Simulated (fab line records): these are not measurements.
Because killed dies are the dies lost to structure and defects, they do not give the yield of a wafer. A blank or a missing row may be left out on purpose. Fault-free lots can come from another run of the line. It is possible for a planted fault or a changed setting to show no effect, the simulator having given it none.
A lot that was struck, set against a sound lot || flow n5 finfet || 15 out of 1938 route steps
Sound: the wafers L254.1, L254.2, L254.3. Struck: wafer L263.3 (left out: L263.2, L263.5 of the same lot, which were not struck); the cause appears at the end.
Per side, at each step with rows, come the tool, then ch with its chambers, and then its first start. Under that, the readings that differ: sound wafers || struck wafers || difference of the means || sigmas: that difference in standard deviations of wafers without a fault.
alike: words and numbers the same on both sides, and readings whose means are apart by under 2 such deviations; not compared: readings that were withheld, readings missing a value for some wafer, numbers with overlapping values and no deviation given by the record, and bounds like >300 which may hide the same value.
Wherever a step has rows on one side only, a row that says differs or no value, or a row with sigmas, the two part there. Non-overlapping numbers with no deviation appear without sigmas and do not part them. A reading that every wafer of one side lacks parts them only if that side has two wafers or more.

first, 5 steps without rows for these wafers: N5_PASSIVATION_SOFTBAKE_05 (time 90 s); N5_PASSIVATION_EXPOSE_07 (exposes mask TV, defocus 0 nm, target cd 3000 nm); N5_PASSIVATION_PEB_08; N5_PASSIVATION_DEVELOP_09 (develop time 60 s); N5_PASSIVATION_HARDBAKE_11 (time 120 s).
N5_PASSIVATION_CD_MEAS_10: the cd target is 3000 nm.
  sound on cd sem-01 ch 0, day 14 15:28; struck on cd sem-01 ch 0, day 17 04:00
  alike: cd nm
N5_PASSIVATION_OVL_MEAS_60:
  sound on overlay-01 ch 0, day 14 15:31; struck on overlay-01 ch 0, day 17 04:02
  alike: TV_OVL
N5_PASSIVATION_INSPECT_61: inspects for defects (macro).
  struck on defect inspect-02, day 17 04:03; sound on defect inspect-01, day 14 15:33
  alike: raw defect count
N5_PASSIVATION_DESCUM_12: chemistry O2, time 7.9 s.
  sound on rie diel-03 ch 0,2,3, day 14 15:35; struck on rie diel-01 ch 3, day 17 04:08
{"reading": "rf hours counter h (h)", "sound": "195 2 92", "struck": 200, "difference": "+104", "sigmas": ""}
{"reading": "showerhead plenum p Torr (Torr)", "sound": "2.15 2.06 2.19", "struck": 1.97, "difference": -0.16, "sigmas": -2}
  alike: drypump motor current A, oes product au, rf vpp V, throttle valve pct
N5_PASSIVATION_PASS_ETCH_74: etches SiNx in CF4/O2, target depth 220 nm, time 110 s.
  sound on rie diel-03 ch 0,2,3, day 14 15:39; struck on rie diel-01 ch 3, day 17 04:12
{"reading": "rf hours counter h (h)", "sound": "195 2 92", "struck": 200, "difference": "+104", "sigmas": ""}
{"reading": "showerhead plenum p Torr (Torr)", "sound": "2.28 2.19 2.31", "struck": 2.10, "difference": -0.16, "sigmas": -2}
  alike: bias w, drypump motor current A, oes product au, rf vpp V, throttle valve pct
N5_PASSIVATION_VIA_ETCH_13: etches SiO2 in CHF3/O2, target depth 660 nm, time 330 s.
  sound on rie diel-03 ch 0,2,3, day 14 15:44; struck on rie diel-01 ch 3, day 17 04:17
{"reading": "rf hours counter h (h)", "sound": "195 2 93", "struck": 200, "difference": "+103", "sigmas": ""}
{"reading": "showerhead plenum p Torr (Torr)", "sound": "2.51 2.39 2.53", "struck": 2.30, "difference": -0.18, "sigmas": -2}
  alike: bias w, drypump motor current A, etch rf on time s, oes product au, rf vpp V, throttle valve pct
N5_PASSIVATION_STRIP_14: strips in O2.
  sound on rie diel-03 ch 0,2,3, day 14 15:56; struck on rie diel-01 ch 3, day 17 04:29
{"reading": "rf hours counter h (h)", "sound": "195 2 93", "struck": 200, "difference": "+103", "sigmas": ""}
{"reading": "showerhead plenum p Torr (Torr)", "sound": "2.15 2.07 2.19", "struck": 1.97, "difference": -0.17, "sigmas": -2}
  alike: drypump motor current A, oes product au, rf vpp V, throttle valve pct
N5_PASSIVATION_ETCH_15: etches SiCN in CF4/N2, target depth 75 nm, time 81.2 s.
  sound on rie diel-03 ch 0,2,3, day 14 15:58; struck on rie diel-01 ch 3, day 17 04:32
{"reading": "rf hours counter h (h)", "sound": "195 2 93", "struck": 200, "difference": "+103", "sigmas": ""}
{"reading": "showerhead plenum p Torr (Torr)", "sound": "2.29 2.19 2.31", "struck": 2.10, "difference": -0.16, "sigmas": -2}
  alike: bias w, drypump motor current A, oes product au, rf vpp V, throttle valve pct
  not compared: model.etch.depth nm
then, 2 steps without rows for these wafers: N5_PASSIVATION_STRIP_73 (strips in post etch residue remover, time 60 s); N5_PASSIVATION_PROBE_49.

== WHERE THEY PART ==
First at N5_PASSIVATION_DESCUM_12; last, within this record, at N5_PASSIVATION_ETCH_15.

WHY: what had been put in by the simulator
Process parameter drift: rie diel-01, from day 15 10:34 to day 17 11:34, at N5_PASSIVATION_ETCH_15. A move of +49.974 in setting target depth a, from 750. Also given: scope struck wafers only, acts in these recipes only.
